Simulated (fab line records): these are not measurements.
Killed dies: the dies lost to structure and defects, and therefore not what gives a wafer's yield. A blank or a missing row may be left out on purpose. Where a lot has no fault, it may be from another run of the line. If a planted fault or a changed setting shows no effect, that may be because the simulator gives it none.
Split-lot study	flow n5 finfet	route with 1938 steps; 7 lots, 21 wafers read

== ABOUT THE SPLIT ==
At N5_BEOL_M0_SAQP_EXPOSE_11 (exposes mask M0 CORE, target cd 42 nm), the setting dose mj was moved away from the recipe's 55 on 9 of the 21 wafers read, by -5.7% to +4.8%. This setting was run at the recipe's value on the other wafers.

== FROM THE SPLIT TO THE READING: what the file shows between them, 2 steps ==
- N5_BEOL_M0_SAQP_PEB_12: peb time 60 s
- N5_BEOL_M0_SAQP_DEVELOP_13: develop time 30 s

== THE READING ==
cd nm at N5_BEOL_M0_SAQP_CD_MEAS_14, given in nm (cd target 42.5 nm). A value of 42.44 nm with a standard deviation of 0.29 nm is what fault-free wafers of this fab line usually give.

wafer	tool, chamber at the split	dose mj as run	against the recipe	cd nm, nm	against lot-mates on the recipe
L076.1	arfi scanner-01, 0	55	recipe	41.85	-
L076.4	arfi scanner-01, 0	55	recipe	42.00	-
L076.6	arfi scanner-01, 0	55	recipe	42.38	-
L077.4	arfi scanner-01, 0	55	recipe	42.86	-
L077.5	arfi scanner-01, 0	51.89	-5.7%	44.57	+2.06
L077.6	arfi scanner-01, 0	55	recipe	42.16	-
L078.1	arfi scanner-02, 0	57.05	+3.7%	41.10	-1.24
L078.3	arfi scanner-02, 0	57.05	+3.7%	41.21	-1.13
L078.5	arfi scanner-02, 0	55	recipe	42.34	-
L083.2	arfi scanner-01, 0	55	recipe	42.37	-
L083.4	arfi scanner-01, 0	56.93	+3.5%	41.53	-0.84
L083.6	arfi scanner-01, 0	56.93	+3.5%	41.70	-0.67
L089.2	arfi scanner-01, 0	57.65	+4.8%	40.98	no lot-mate on the recipe
L089.4	arfi scanner-01, 0	57.65	+4.8%	40.94	no lot-mate on the recipe
L089.6	arfi scanner-01, 0	57.65	+4.8%	40.97	no lot-mate on the recipe
L090.1	arfi scanner-03, 0	55	recipe	42.35	-
L090.3	arfi scanner-03, 0	55	recipe	42.66	-
L090.5	arfi scanner-03, 0	53.25	-3.2%	43.38	+0.88
L096.2	arfi scanner-01, 0	55	recipe	42.17	-
L096.5	arfi scanner-01, 0	55	recipe	42.41	-
L096.6	arfi scanner-01, 0	55	recipe	42.24	-

THE FIT
A straight line over all 21 wafers: cd nm changes by -0.31 nm for each +1% of dose mj; r = -0.96; the points scatter about the line by 0.26 nm.
The same after taking each lot's own level away (the mean of its wafers on the recipe; 18 wafers): -0.305 nm for each +1%; r = -0.96; scatter 0.22 nm.
According to that fit, moving dose mj by its largest amount changes the reading by 1.7 nm.
Measured against the standard deviation above, the lots' own levels, which go from 42.077 to 42.510 nm, span 1.5 times it.
The two slopes agree, so the slope changes little with the lot-to-lot level.
Check: with one of the wafers moved furthest among these (-5.7%) left out of the fit, the line predicts +1.54 nm for it against its lot-mates. Against them it came out at +2.06 nm.

== FILE'S OWN FIT ==
cd nm changes by -0.315 nm for each +1% of dose mj, r = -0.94.
